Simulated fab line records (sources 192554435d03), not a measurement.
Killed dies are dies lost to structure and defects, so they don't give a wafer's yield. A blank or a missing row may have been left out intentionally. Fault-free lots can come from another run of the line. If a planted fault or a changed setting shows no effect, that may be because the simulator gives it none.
fab line records -- flow n5Finfet
[record] lots = 7, wafers = 18, lastDay = 19
route steps=1938 shown FIN_CUT@156 BEOL_M4@1111
lots that met no fault: taken from a fault-free run of the same line
startH: the number of hours between the record's first day and the start of the first shown wafer of the lot -- waitH: hours elapsed since this lot's preceding step -- " the same as in the row above -- L1.1+2: a single row standing in for several wafers -- - no value, or no start given -- * or withheld: withheld -- < > ~ a bound
route shown NAME@n: names a module that has steps shown in the file, with the first one's number in the route -- usual: mean/standard deviation of fault-free wafers -- same: alike in all rows -- chamber/n: place in a boat -- sites: readings site by site -- _std_site: their standard deviation -- _edge_site: the outer-site mean with the inner-site mean subtracted -- radiusMm: how far each site lies from the wafer's centre -- mask NAME#n: copy n -- behind: tool/chamber where the wafer was last shaped -- hold: the reason the lot was held/the length of the hold in hours/how it ended -- device: whichever transistor did not switch (one of n, p or np) -- end of line: the route-end tests of the same wafers -- a step with no rows: only its recipe -- killed: count of dies lost to structure and defects at first sort (not the wafer's yield) -- map: a wafer's dies, x killed, . not, _ none there
set.NAME: the setting as run; set.NAME@STEP: as run at that earlier step -- model.NAME: the simulator's own value behind a step, which no gauge read
lots seen at some steps along the route; tables by step, rows by wafer
services: the hour from which a tool's chamber was out of use, counted from the record's first day as startH (under 0 if before that day), plus the number of hours and why
[[steps]]
[step N5_FIN_CUT_COAT_29]
[recipe] resist = underlayer, tempC = 205, timeS = 60, spinRpm = 1500, resistThkNm = 10
[step N5_FIN_CUT_COAT_02]
[recipe] resist = CAR-EUV, spinRpm = 1500, resistThkNm = 30
[step N5_FIN_CUT_EBR_04]
[recipe] solvent = PGMEA, ebrWidthMm = 1.5
[step N5_FIN_CUT_SOFTBAKE_03]
[recipe] tempC = 110, timeS = 60, resist = CAR-EUV
[step N5_FIN_CUT_EXPOSE_05]
[recipe] maskId = FIN_CUT, na = 0.33, sourceShape = annular, sigmaInner = 0.35, sigmaOuter = 0.8, polarization = unpolarized, doseMj = 45.75
[step N5_FIN_CUT_PEB_06]
[recipe] pebTempC = 100, pebTimeS = 60, resist = CAR-EUV
[step N5_FIN_CUT_DEVELOP_07]
[recipe] developTimeS = 30, developer = TMAH, resist = CAR-EUV, rinseLiquid = surfactantRinse, dry = airSpin, devTempC = 23
[step N5_FIN_CUT_CD_MEAS_08]
[recipe] targetCdNm = 29.1, landingEnergyEv = 500, detector = seInlens, polarity = opening
[usual] cdNm = 29.06/0.23
lot.wafer,tool,chamber,startH,waitH,cdNm
L401.1,cdSem-03,0,27.46,-,29.08
L401.4,cdSem-03,0,27.46,-,29.06
L401.6,cdSem-03,0,27.46,-,28.73
L408.3,cdSem-02,0,68.79,-,29.06
L408.4,cdSem-02,0,68.79,-,29.21
L408.6,cdSem-02,0,68.79,-,29.18
L415.2,cdSem-01,0,111.02,-,29.24
L415.4,cdSem-01,0,111.02,-,28.82
L415.6,cdSem-01,0,111.02,-,29.30
L418.3,cdSem-02,0,128.14,-,28.83
L418.5,cdSem-02,0,128.14,-,28.77
L420.2,cdSem-01,0,142.39,-,28.72
L420.5,cdSem-01,0,142.39,-,28.82
L421.2,cdSem-02,0,148.38,-,28.97
L421.5,cdSem-02,0,148.38,-,29.45
L424.1,cdSem-03,0,164.99,-,28.90
L424.3,cdSem-03,0,164.99,-,29.25
L424.4,cdSem-03,0,164.99,-,28.85
[step N5_FIN_CUT_OVL_MEAS_09]
[recipe] pointsPerWafer = 522
[usual] FIN_CUT_OVL = 0.1/0.73
lot.wafer,tool,chamber,startH,waitH,FIN_CUT_OVL[nm]
L401.1,overlay-02,0,27.50,0.0,0.0
L401.4,overlay-02,0,27.50,0.0,0.5
L401.6,overlay-02,0,27.50,0.0,0.6
L408.3,overlay-01,0,68.83,0.0,0.9
L408.4,overlay-01,0,68.83,0.0,-0.6
L408.6,overlay-01,0,68.83,0.0,0.4
L415.2,overlay-02,0,111.06,0.0,1.4
L415.4,overlay-02,0,111.06,0.0,1.7
L415.6,overlay-02,0,111.06,0.0,0.7
L418.3,overlay-02,0,128.18,0.0,1.0
L418.5,overlay-02,0,128.18,0.0,0.4
L420.2,overlay-02,0,142.43,0.0,0.2
L420.5,overlay-02,0,142.43,0.0,0.8
L421.2,overlay-02,0,148.42,0.0,-0.3
L421.5,overlay-02,0,148.42,0.0,0.1
L424.1,overlay-01,0,165.02,0.0,-0.2
L424.3,overlay-01,0,165.02,0.0,0.0
L424.4,overlay-01,0,165.02,0.0,-0.4
[step N5_FIN_CUT_INSPECT_10]
[recipe] mode = adi, inspectInstrument = brightfield
[usual] rawDefectCount = 42/12
lot.wafer,tool,chamber,startH,waitH,rawDefectCount
L401.1,defectInspect-01,-,27.55,0.1,26
L401.4,defectInspect-01,-,27.55,0.1,31
L401.6,defectInspect-01,-,27.55,0.1,47
L408.3,defectInspect-02,-,68.88,0.0,46
L408.4,defectInspect-02,-,68.88,0.0,44
L408.6,defectInspect-02,-,68.88,0.0,40
L415.2,defectInspect-02,-,111.11,0.0,42
L415.4,defectInspect-02,-,111.11,0.0,30
L415.6,defectInspect-02,-,111.11,0.0,42
L418.3,defectInspect-01,-,128.22,0.0,28
L418.5,defectInspect-01,-,128.22,0.0,35
L420.2,defectInspect-01,-,142.48,0.0,35
L420.5,defectInspect-01,-,142.48,0.0,39
L421.2,defectInspect-01,-,148.48,0.1,41
L421.5,defectInspect-01,-,148.48,0.1,51
L424.1,defectInspect-02,-,165.08,0.1,34
L424.3,defectInspect-02,-,165.08,0.1,45
L424.4,defectInspect-02,-,165.08,0.1,39
[step N5_FIN_CUT_DESCUM_13]
[recipe] chemistry = O2, timeS = 7, sourcePowerW = 50, biasPowerW = 20, pressureMtorr = 20, rfFrequencyHz = 2.712e+07, tempC = 40, resist = CAR-EUV, o2FlowSccm = 225
[usual] drypumpMotorCurrentA = 5.9/0.41, oesProductAu = 0.79/0.076, rfVppV = 243.3/1.2, showerheadPlenumPTorr = 2.11/0.053, throttleValvePct = 20.40/0.12
lot.wafer,tool,chamber,startH,waitH,drypumpMotorCurrentA,oesProductAu,rfHoursCounterH,rfVppV,showerheadPlenumPTorr,throttleValvePct
L401.1,rieDiel-05,2,27.59,0.0,5.7,0.77,154,243.6,2.18,20.59
L401.4,rieDiel-05,0,27.59,0.0,5.2,0.85,42,243.1,2.12,20.55
L401.6,rieDiel-05,3,27.59,0.0,5.7,0.96,-,246.5,2.23,20.31
L408.3,rieDiel-03,0,68.91,0.0,6.3,0.76,166,243.4,2.08,20.35
L408.4,rieDiel-03,2,68.91,0.0,5.4,0.76,-,241.6,2.09,20.26
L408.6,rieDiel-03,3,68.91,0.0,5.6,0.72,-,242.9,2.09,20.46
L415.2,rieDiel-04,3,111.21,0.1,6.5,0.73,155,244.5,2.10,20.40
L415.4,rieDiel-04,1,111.21,0.1,6.2,0.79,124,242.4,2.10,20.58
L415.6,rieDiel-04,3,111.21,0.1,6.5,0.73,-,243.1,2.10,20.40
L418.3,rieDiel-03,3,128.30,0.1,5.6,0.71,191,242.9,2.08,20.50
L418.5,rieDiel-03,3,128.30,0.1,5.6,0.72,-,242.7,2.08,20.49
L420.2,rieDiel-03,0,142.67,0.2,6.4,0.74,193,242.7,2.07,20.38
L420.5,rieDiel-03,0,142.67,0.2,6.4,0.74,-,242.3,2.07,20.40
L421.2,rieDiel-03,1,148.51,0.0,6.0,0.89,27,240.5,2.05,20.31
L421.5,rieDiel-03,1,148.51,0.0,6.0,0.89,-,243.7,2.05,20.32
L424.1,rieDiel-04,1,165.11,0.0,6.2,0.77,140,244.3,2.10,20.62
L424.3,rieDiel-04,0,165.11,0.0,5.4,0.85,58,247.1,2.22,20.28
L424.4,rieDiel-04,2,165.11,0.0,6.5,0.74,199,242.1,2.08,20.36
[step N5_FIN_CUT_ETCH_30]
[recipe] chemistry = N2/H2, target = underlayer, targetDepthA = 130, maskMaterial = CAR-EUV, timeS = 10.4, ionEnergyEv = 200, pressureMtorr = 30, sourceW = 840, biasW = 150, n2FlowSccm = 200, h2FlowSccm = 200, ends = cleared
[usual] biasW = 150.0/0.4, drypumpMotorCurrentA = 5.9/0.41, etchRfOnTimeS = 10.31/0.16, oesProductAu = 0.67/0.066, rfVppV = 524.5/2, showerheadPlenumPTorr = 2.56/0.065, throttleValvePct = 17.85/0.14
lot.wafer,tool,chamber,startH,waitH,biasW,drypumpMotorCurrentA,etchRfOnTimeS,oesProductAu,rfHoursCounterH,rfVppV,showerheadPlenumPTorr,throttleValvePct
L401.1,rieDiel-05,2,27.62,0.0,150.2,5.7,10.33,0.65,154,528.2,2.64,17.99
L401.4,rieDiel-05,0,27.62,0.0,149.7,5.2,10.38,0.74,42,526.5,2.59,18.09
L401.6,rieDiel-05,3,27.62,0.0,149.8,5.7,10.05,0.81,-,530.4,2.72,17.81
L408.3,rieDiel-03,0,68.94,0.0,150.0,6.4,10.22,0.66,166,523.1,2.53,17.80
L408.4,rieDiel-03,2,68.94,0.0,149.7,5.5,10.24,0.64,-,524.3,2.53,17.69
L408.6,rieDiel-03,3,68.94,0.0,149.8,5.6,10.27,0.63,-,524.9,2.54,17.90
L415.2,rieDiel-04,3,111.24,0.0,149.8,6.4,10.56,0.62,155,524.0,2.54,17.83
L415.4,rieDiel-04,1,111.24,0.0,150.8,6.2,10.54,0.66,124,523.7,2.56,18.04
L415.6,rieDiel-04,3,111.24,0.0,149.6,6.4,10.47,0.62,-,525.4,2.54,17.82
L418.3,rieDiel-03,3,128.33,0.0,149.9,5.6,10.38,0.61,191,524.4,2.53,17.95
L418.5,rieDiel-03,3,128.33,0.0,150.4,5.6,10.38,0.61,-,522.5,2.53,17.95
L420.2,rieDiel-03,0,142.71,0.0,150.4,6.4,10.42,0.64,193,523.3,2.52,17.83
L420.5,rieDiel-03,0,142.71,0.0,150.0,6.4,10.32,0.63,-,523.0,2.52,17.84
L421.2,rieDiel-03,1,148.55,0.0,149.6,6.0,10.07,0.78,27,522.6,2.49,17.79
L421.5,rieDiel-03,1,148.55,0.0,150.5,6.1,9.96,0.77,-,523.9,2.49,17.80
L424.1,rieDiel-04,1,165.15,0.0,150.3,6.2,10.57,0.65,140,523.0,2.55,18.06
L424.3,rieDiel-04,0,165.15,0.0,149.6,5.5,10.18,0.74,58,527.0,2.70,17.64
L424.4,rieDiel-04,2,165.15,0.0,149.8,6.5,10.43,0.62,199,522.8,2.53,17.90
[step N5_FIN_CUT_ETCH_20]
[recipe] chemistry = CF4, target = SiARC, targetDepthA = 260, maskMaterial = CAR-EUV, timeS = 43.3, ionEnergyEv = 80, pressureMtorr = 40, sourceW = 545, biasW = 36, Ar_flow_sccm = 100, cf4FlowSccm = 100, ends = cleared
[usual] biasW = 35.99/0.12, drypumpMotorCurrentA = 5.9/0.41, etchRfOnTimeS = 43.1/0.73, oesProductAu = 0.67/0.066, rfVppV = 184.3/0.98, showerheadPlenumPTorr = 2.15/0.05, throttleValvePct = 15.57/0.15
lot.wafer,tool,chamber,startH,waitH,biasW,drypumpMotorCurrentA,etchRfOnTimeS,oesProductAu,rfHoursCounterH,rfVppV,showerheadPlenumPTorr,throttleValvePct
L401.1,rieDiel-05,2,27.64,0.0,36.08,5.7,44.1,0.65,154,185.6,2.22,15.77
L401.4,rieDiel-05,0,27.64,0.0,36.00,5.2,43.6,0.73,42,184.4,2.18,15.66
L401.6,rieDiel-05,3,27.64,0.0,35.88,5.7,42.1,0.81,-,184.7,2.27,15.44
L408.3,rieDiel-03,0,68.96,0.0,36.30,6.4,43.1,0.65,166,183.1,2.13,15.61
L408.4,rieDiel-03,2,68.96,0.0,35.96,5.5,43.0,0.64,-,182.3,2.14,15.46
L408.6,rieDiel-03,3,68.96,0.0,35.93,5.6,43.0,0.63,-,184.6,2.13,15.66
L415.2,rieDiel-04,3,111.26,0.0,36.02,6.4,44.5,0.62,155,185.3,2.14,15.53
L415.4,rieDiel-04,1,111.26,0.0,35.87,6.2,43.9,0.66,124,182.9,2.15,15.75
L415.6,rieDiel-04,3,111.26,0.0,36.13,6.5,44.2,0.62,-,182.9,2.14,15.53
L418.3,rieDiel-03,3,128.35,0.0,36.04,5.6,57.1,0.53,191,184.9,2.12,15.73
L418.5,rieDiel-03,3,128.35,0.0,36.12,5.6,56.4,0.53,-,184.6,2.12,15.72
L420.2,rieDiel-03,0,142.73,0.0,36.01,6.3,43.1,0.63,193,183.6,2.12,15.66
L420.5,rieDiel-03,0,142.73,0.0,36.12,6.3,56.9,0.54,-,182.6,2.12,15.67
L421.2,rieDiel-03,1,148.57,0.0,35.97,6.0,42.1,0.77,27,184.2,2.10,15.36
L421.5,rieDiel-03,1,148.57,0.0,35.99,6.0,55.4,0.67,-,183.2,2.10,15.38
L424.1,rieDiel-04,1,165.17,0.0,35.96,6.1,43.8,0.64,140,184.3,2.14,15.79
L424.3,rieDiel-04,0,165.17,0.0,35.91,5.4,42.5,0.74,58,185.5,2.26,15.38
L424.4,rieDiel-04,2,165.17,0.0,36.09,6.5,43.5,0.62,199,183.9,2.13,15.57
[step N5_FIN_CUT_ETCH_21]
[recipe] chemistry = N2/H2, target = SOC, targetDepthA = 2190, overetchA = 438, maskMaterial = SiARC, tempC = 40, ionEnergyEv = 100, biasW = 61, timeS = 523.5, pressureMtorr = 30, sourceW = 850, n2FlowSccm = 200, h2FlowSccm = 200
[usual] biasW = 61.00/0.19, drypumpMotorCurrentA = 5.9/0.41, oesProductAu = 0.72/0.066, rfVppV = 241.0/1.1, showerheadPlenumPTorr = 2.56/0.065, throttleValvePct = 17.81/0.14
lot.wafer,tool,chamber,startH,waitH,biasW,drypumpMotorCurrentA,oesProductAu,rfHoursCounterH,rfVppV,showerheadPlenumPTorr,throttleValvePct
L401.1,rieDiel-05,2,27.68,0.0,61.08,5.7,0.70,154,242.3,2.64,17.95
L401.4,rieDiel-05,0,27.68,0.0,61.22,5.2,0.80,42,241.0,2.59,18.04
L401.6,rieDiel-05,3,27.68,0.0,60.88,5.7,0.86,-,244.8,2.72,17.76
L408.3,rieDiel-03,0,69.00,0.0,61.02,6.3,0.70,166,240.6,2.53,17.77
L408.4,rieDiel-03,2,69.00,0.0,60.93,5.5,0.69,-,241.0,2.53,17.66
L408.6,rieDiel-03,3,69.00,0.0,60.73,5.6,0.67,-,242.1,2.54,17.86
L415.2,rieDiel-04,3,111.30,0.0,60.88,6.5,0.67,155,240.3,2.54,17.78
L415.4,rieDiel-04,1,111.30,0.0,61.18,6.2,0.71,124,240.6,2.56,18.01
L415.6,rieDiel-04,3,111.30,0.0,61.12,6.5,0.67,-,240.0,2.54,17.78
L418.3,rieDiel-03,3,128.39,0.0,60.80,5.6,0.66,191,239.2,2.53,17.89
L418.5,rieDiel-03,3,128.39,0.0,60.75,5.6,0.66,-,240.1,2.53,17.89
L420.2,rieDiel-03,0,142.77,0.0,60.90,6.4,0.69,193,241.1,2.52,17.81
L420.5,rieDiel-03,0,142.77,0.0,60.98,6.3,0.68,-,240.9,2.52,17.80
L421.2,rieDiel-03,1,148.61,0.0,61.00,6.0,0.82,28,239.3,2.49,17.75
L421.5,rieDiel-03,1,148.61,0.0,60.58,6.0,0.82,-,239.6,2.49,17.75
L424.1,rieDiel-04,1,165.20,0.0,61.31,6.2,0.70,140,240.3,2.55,18.03
L424.3,rieDiel-04,0,165.20,0.0,60.69,5.4,0.79,58,243.4,2.69,17.61
L424.4,rieDiel-04,2,165.20,0.0,60.47,6.5,0.68,200,239.3,2.53,17.83
[step N5_BEOL_M4_RC_MEAS_101]
[usual] DIBL_N = 36.1/1.3, DIBL_P = 36.1/1.7, IOFF_N = 0.154/0.022, IOFF_P = 0.201/0.024, ION_N = 675/8.9, ION_P = 462/5.9, SS_N = 71.5/0.49, SS_P = 73.3/0.58, VT_N = 250.0/2.7, VT_P = -251.3/2.7
lot.wafer,tool,chamber,startH,waitH,DIBL_N[mV/V],DIBL_P[mV/V],IOFF_N[nA/um],IOFF_P[nA/um],ION_N[uA/um],ION_P[uA/um],SS_N[mV/dec],SS_P[mV/dec],VT_N[mV],VT_P[mV]
L401.1,prober-01,0,163.86,0.0,35.2,34.6,0.139,0.198,663,464,71.4,73.6,249.6,-252.8
L401.4,prober-01,0,163.86,0.0,37.3,37.2,0.171,0.234,680,472,72.4,73.3,249.8,-248.2
L401.6,prober-01,0,163.86,0.0,37.0,37.0,0.178,0.227,677,467,72.2,73.1,247.3,-249.9
L408.3,prober-02,0,213.20,0.3,34.1,32.0,0.123,0.167,670,457,70.9,72.1,253.0,-252.4
L408.4,prober-02,0,213.20,0.3,36.1,33.3,0.144,0.180,671,456,72.4,73.1,250.6,-253.8
L408.6,prober-02,0,213.20,0.3,37.0,35.1,0.175,0.209,687,466,71.6,73.7,247.1,-250.0
L415.2,prober-02,0,261.80,0.2,38.4,37.6,0.202,0.243,695,473,71.5,74.3,244.1,-246.5
L415.4,prober-02,0,261.80,0.2,36.5,35.5,0.163,0.202,678,464,71.0,72.9,246.5,-251.5
L415.6,prober-02,0,261.80,0.2,38.9,37.6,0.215,0.260,681,467,72.3,74.5,242.8,-248.4
L418.3,prober-02,0,288.12,0.3,34.6,34.8,0.126,0.186,664,462,70.6,72.4,253.7,-249.7
L418.5,prober-02,0,288.12,0.3,35.8,36.2,0.148,0.204,667,465,71.1,73.4,251.6,-249.1
L420.2,prober-01,0,289.66,0.2,35.2,35.1,0.146,0.190,680,466,71.9,72.8,250.5,-249.6
L420.5,prober-01,0,289.66,0.2,33.6,32.6,0.116,0.158,660,457,71.6,71.7,255.8,-252.9
L421.2,prober-02,0,293.39,0.2,37.9,37.6,0.178,0.213,681,469,72.2,75.4,248.2,-253.5
L421.5,prober-02,0,293.39,0.2,38.3,37.9,0.198,0.227,680,464,71.4,74.3,246.3,-250.5
L424.1,prober-01,0,322.46,0.0,34.4,34.5,0.120,0.148,673,461,71.5,72.9,253.3,-257.6
L424.3,prober-01,0,322.46,0.0,37.1,37.9,0.162,0.182,677,459,71.4,73.9,248.8,-253.7
L424.4,prober-01,0,322.46,0.0,35.9,36.7,0.149,0.175,671,456,72.4,73.4,249.1,-255.6
[[services]]
tool,chamber,startH,hours,kind
rieDiel-03,1,60.76,-,clean
rieDiel-03,1,60.76,-,consumableReplace:focusRing
rieDiel-03,1,60.76,13.9,scheduledDown
rieDiel-03,1,60.76,13.9,ventCycle
rieDiel-03,2,79.31,3.5,repair
rieDiel-03,-,87.04,0.8,repair
rieDiel-04,3,95.97,9.2,repair
rieDiel-03,2,97.05,64.8,repair
rieDiel-05,-,140.08,0.4,repair
[[key]]
[firstSign] step = N5_FIN_CUT_ETCH_20, reading = etchRfOnTimeS, direction = up, sigmas = 18, usual = *, struck = *
effect none on later readings
metAt N5_FIN_CUT_ETCH_20
struckWafers L418.3,L418.5,L420.5,L421.5
onsetBetween 68.96 128.35
[fault] kind = processParameterDrift, tool = rieDiel-03, chamber = -, onsetH = 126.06, steps = N5_FIN_CUT_ETCH_20, channel = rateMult, offset = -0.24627, shape = step, endH = 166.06, scope = struckWafersOnly
